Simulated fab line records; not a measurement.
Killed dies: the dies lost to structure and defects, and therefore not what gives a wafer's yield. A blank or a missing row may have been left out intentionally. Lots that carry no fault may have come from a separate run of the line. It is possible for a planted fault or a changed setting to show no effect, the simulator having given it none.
Comparing a struck lot with a sound one | flow nand-harc | 13 steps out of a route of 1302
Sound: these wafers, L835.3, L835.4, L835.6. Struck: wafers L827.2, L827.6 (left out: L827.1, a lot-mate that was not struck); the cause follows at the end.
Each step with rows lists, per side, the tool, then ch with its chambers, then its first start. Under that, the readings that differ: sound wafers | struck wafers | difference of the means | sigmas: that difference in standard deviations of wafers without a fault.
alike: same words and numbers on both sides, and readings whose means sit less than 2 such deviations apart. not compared: any withheld reading, any reading some wafer has no value for, any bound like >300 that may hide the same value, and any number with overlapping values for which the record gives no deviation.
The two part at a step that has a row with sigmas, a row that says differs or no value, or rows on one side only. Numbers that have no deviation but don't overlap get no sigmas and don't part them. A reading that every wafer of one side lacks parts them only if that side has two wafers or more.

NHARC_A_SLIT_CD_MEAS_21:
  sound on cd-sem-01, day 27 06:05; struck on cd-sem-03, day 24 13:49
  reading    | sound             | struck      | difference | sigmas
  cd-nm (nm) | 289.6 288.5 289.6 | 291.5 291.6 | +2.3       | +2
then, 3 steps without rows for these wafers: NHARC_A_SIN_REMOVE_WET_00 (chemistry H3PO4, time 15300 s); NHARC_A_SIN_REMOVE_PRECLEAN_01 (cleans in SC1); NHARC_A_SIN_REMOVE_SRD_02.
NHARC_A_SIN_REMOVE_INSPECT_04:
  sound on defect-inspect-02, day 27 12:41; struck on defect-inspect-01, day 24 22:24
  alike: raw-defect-count
then, 1 step without rows for these wafers: NHARC_A_WL_FILL_ALD_00 (deposits Al2O3, target thk 3 nm, pulse time 3 s, ald cycles 30).
NHARC_A_WL_FILL_RTA_01: time 5 s.
  sound on rtp-anneal-01 ch 0, day 27 13:22; struck on rtp-anneal-02 ch 0, day 24 23:56
  alike: lamp-power-pct, wafer_temp_C_max
NHARC_A_WL_FILL_ALD_02: deposits TiN, target thk 2 nm, pulse time 3 s, ald cycles 100.
  sound on ald-metal-01 ch 1,2,3, day 27 13:32; struck on ald-metal-01 ch 1,3, day 25 00:10
  alike: heater-power-w, precursor-pulse-height-rel
NHARC_A_WL_FILL_CVD_03: deposits W, target thk 40 nm, time 279 s.
  sound on cvd-w-01 ch 0,1, day 27 14:37; struck on cvd-w-02 ch 1, day 25 00:37
  alike: chamber-pressure-Torr, heater-power-w, throttle-valve-pct
NHARC_A_WL_FILL_ETCHBACK_04: etches the open film in NF3, target depth 60 nm, time 120 s.
  sound on rie-metal-01 ch 0,1, day 27 14:57; struck on rie-metal-03 ch 1, day 25 00:59
  alike: drypump-motor-current-A, oes-product-au, run-length-s
  not compared: rf-hours-counter-h
NHARC_A_WL_FILL_ETCHBACK_05: etches the open film in Cl2/BCl3, target depth 22 nm, time 60 s.
  sound on rie-metal-01 ch 0,1, day 27 15:09; struck on rie-metal-03 ch 1, day 25 01:14
  reading          | sound          | struck    | difference | sigmas
  run-length-s (s) | 81.7 80.4 81.0 | 47.0 47.2 | -33.9      | -75
  alike: drypump-motor-current-A, oes-product-au
  not compared: rf-hours-counter-h
NHARC_A_WL_FILL_STRIP_27: strips in N2/H2, time 20 s.
  sound on plasma-asher-01 ch 0,1, day 27 15:19; struck on plasma-asher-02 ch 0,1, day 25 01:22
  alike: drypump-motor-current-A, heater-power-w
  not compared: rf-hours-counter-h
NHARC_END_SORT_01:
  the record has rows for the sound wafers here (prober-01 ch 0, day 31 16:37) and none for the struck ones

== WHERE THEY PART ==
Earliest at NHARC_A_SLIT_CD_MEAS_21; latest, in this record, at NHARC_END_SORT_01.

WHY: what the simulator had put in
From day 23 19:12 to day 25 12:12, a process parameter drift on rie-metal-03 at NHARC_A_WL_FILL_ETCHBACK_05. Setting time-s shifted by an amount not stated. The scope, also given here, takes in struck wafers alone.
